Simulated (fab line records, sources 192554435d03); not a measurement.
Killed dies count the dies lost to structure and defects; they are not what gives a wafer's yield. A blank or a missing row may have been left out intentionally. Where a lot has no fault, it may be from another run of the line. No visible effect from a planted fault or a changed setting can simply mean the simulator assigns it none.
Lot-split experiment :: flow n5_finfet :: route with 1938 steps; 7 lots, 21 wafers read

== THE SPLIT ITSELF ==
At N5_BEOL_M5_TRENCH_ETCH_37 (etches SiCOH lowk in C4F6/O2, target depth 71.652 nm, time 24.7 s), the setting source_w was moved away from the recipe's 345 W on 4 of the 21 wafers read, by +6.6% to +12.7%. This setting was run at the recipe's value on the other wafers.

== FROM THE SPLIT TO THE READING: what the file shows between them, 2 steps ==
- N5_BEOL_M5_ETCH_41: etches SiCN in CH3F/O2, target depth 31.5 nm, time 56.7 s (also split here: source_w)
- N5_BEOL_M5_STRIP_91: strips in N2/H2, time 10 s

== THE READING ==
trench_depth_nm, in nm, at N5_BEOL_M5_OCD_MEAS_38. Typical for fault-free wafers on this fab line: 71.8 nm, with standard deviation 1.4 nm.

wafer: L075.1
tool, chamber at the split: rie_diel-02, 2
source_w as run, W: 345
against the recipe: recipe
trench_depth_nm, nm: 71.1
against lot-mates on the recipe: -

wafer: L075.2
tool, chamber at the split: rie_diel-02, 1
source_w as run, W: 345
against the recipe: recipe
trench_depth_nm, nm: 71.3
against lot-mates on the recipe: -

wafer: L075.5
tool, chamber at the split: rie_diel-02, 0
source_w as run, W: 345
against the recipe: recipe
trench_depth_nm, nm: 70.9
against lot-mates on the recipe: -

wafer: L074.2
tool, chamber at the split: rie_diel-04, 3
source_w as run, W: 345
against the recipe: recipe
trench_depth_nm, nm: 72.6
against lot-mates on the recipe: -

wafer: L074.4
tool, chamber at the split: rie_diel-04, 0
source_w as run, W: 345
against the recipe: recipe
trench_depth_nm, nm: 72.5
against lot-mates on the recipe: -

wafer: L074.5
tool, chamber at the split: rie_diel-04, 3
source_w as run, W: 388.9
against the recipe: +12.7%
trench_depth_nm, nm: 77.2
against lot-mates on the recipe: +4.7

wafer: L079.1
tool, chamber at the split: rie_diel-06, 0
source_w as run, W: 345
against the recipe: recipe
trench_depth_nm, nm: 70.3
against lot-mates on the recipe: -

wafer: L079.2
tool, chamber at the split: rie_diel-06, 2
source_w as run, W: 345
against the recipe: recipe
trench_depth_nm, nm: 72.0
against lot-mates on the recipe: -

wafer: L079.4
tool, chamber at the split: rie_diel-06, 1
source_w as run, W: 345
against the recipe: recipe
trench_depth_nm, nm: 70.4
against lot-mates on the recipe: -

wafer: L088.1
tool, chamber at the split: rie_diel-04, 0
source_w as run, W: 345
against the recipe: recipe
trench_depth_nm, nm: 71.5
against lot-mates on the recipe: -

wafer: L088.2
tool, chamber at the split: rie_diel-04, 2
source_w as run, W: 386.7
against the recipe: +12.1%
trench_depth_nm, nm: 77.2
against lot-mates on the recipe: +5.7

wafer: L088.6
tool, chamber at the split: rie_diel-04, 1
source_w as run, W: 386.7
against the recipe: +12.1%
trench_depth_nm, nm: 76.9
against lot-mates on the recipe: +5.4

wafer: L091.1
tool, chamber at the split: rie_diel-02, 1
source_w as run, W: 345
against the recipe: recipe
trench_depth_nm, nm: 70.2
against lot-mates on the recipe: -

wafer: L091.5
tool, chamber at the split: rie_diel-02, 1
source_w as run, W: 345
against the recipe: recipe
trench_depth_nm, nm: 70.6
against lot-mates on the recipe: -

wafer: L091.6
tool, chamber at the split: rie_diel-02, 0
source_w as run, W: 345
against the recipe: recipe
trench_depth_nm, nm: 69.6
against lot-mates on the recipe: -

wafer: L093.2
tool, chamber at the split: rie_diel-02, 1
source_w as run, W: 345
against the recipe: recipe
trench_depth_nm, nm: 71.0
against lot-mates on the recipe: -

wafer: L093.3
tool, chamber at the split: rie_diel-02, 2
source_w as run, W: 345
against the recipe: recipe
trench_depth_nm, nm: 71.3
against lot-mates on the recipe: -

wafer: L093.5
tool, chamber at the split: rie_diel-02, 2
source_w as run, W: 345
against the recipe: recipe
trench_depth_nm, nm: 72.0
against lot-mates on the recipe: -

wafer: L094.1
tool, chamber at the split: rie_diel-02, 1
source_w as run, W: 367.7
against the recipe: +6.6%
trench_depth_nm, nm: 73.3
against lot-mates on the recipe: +1.8

wafer: L094.2
tool, chamber at the split: rie_diel-02, 2
source_w as run, W: 345
against the recipe: recipe
trench_depth_nm, nm: 72.2
against lot-mates on the recipe: -

wafer: L094.5
tool, chamber at the split: rie_diel-02, 1
source_w as run, W: 345
against the recipe: recipe
trench_depth_nm, nm: 70.8
against lot-mates on the recipe: -

THE FIT
A straight line over all 21 wafers: trench_depth_nm changes by +0.468 nm for each +1% of source_w; r = +0.94; the points scatter about the line by 0.82 nm.
The same after taking each lot's own level away (the mean of its wafers on the recipe; 21 wafers): +0.414 nm for each +1%; r = +0.96; scatter 0.55 nm.
That fit puts the effect of the largest move of source_w on the reading at 5.3 nm.
From 70.13 to 72.55 nm: that is the span of the lots' own levels, equal to 1.7 times the standard deviation above.
So the slope is not independent of the lot-to-lot level: the two fits are not the same.
Check: for one of the wafers moved furthest among these (+12.7%), held out of the fit, the line's prediction against its lot-mates is +5.54 nm. It came out at +4.65 nm against them.
Tool readings at the split's step, against how far the setting was moved: rf_vpp_V r = -0.94.

== OTHER SPLITS ON THESE WAFERS ==
Note: prior to the reading, these wafers also went through further splits. Each is held against what the fit with the lots' levels taken away leaves over:
other split on the same wafers: N5_BEOL_M5_EXPOSE_08 dose_mj
wafers away from the commonest value: 6
r with trench_depth_nm (lot level and that fit taken away): +0.28

other split on the same wafers: N5_BEOL_M5_ETCH_41 source_w
wafers away from the commonest value: 8
r with trench_depth_nm (lot level and that fit taken away): +0.01

== THE WHOLE CHAIN: every reading that the file lists as answering this split, in the file's order ==
step: N5_BEOL_M5_TRENCH_ETCH_37
what it does: etches SiCOH lowk in C4F6/O2, target depth 71.652 nm, time 24.7 s
reading: rf_vpp_V
change (the file's fit): -3.06 V for each +1% of the setting
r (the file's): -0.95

step: N5_BEOL_M5_TRENCH_ETCH_37
what it does: etches SiCOH lowk in C4F6/O2, target depth 71.652 nm, time 24.7 s
reading: etch.depth_nm (the simulator's own value, which no gauge read)
change (the file's fit): +0.349 nm for each +1% of the setting
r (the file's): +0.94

step: N5_BEOL_M5_TRENCH_ETCH_37
what it does: etches SiCOH lowk in C4F6/O2, target depth 71.652 nm, time 24.7 s
reading: BEOL_M5.feature_depth_nm (the simulator's own value, which no gauge read)
change (the file's fit): +0.352 nm for each +1% of the setting
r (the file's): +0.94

step: N5_BEOL_M5_OCD_MEAS_38
what it does: 
reading: trench_depth_nm
change (the file's fit): +0.393 nm for each +1% of the setting
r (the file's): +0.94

== FILE'S OWN FIT ==
trench_depth_nm changes by +0.393 nm for each +1% of source_w, r = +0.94.
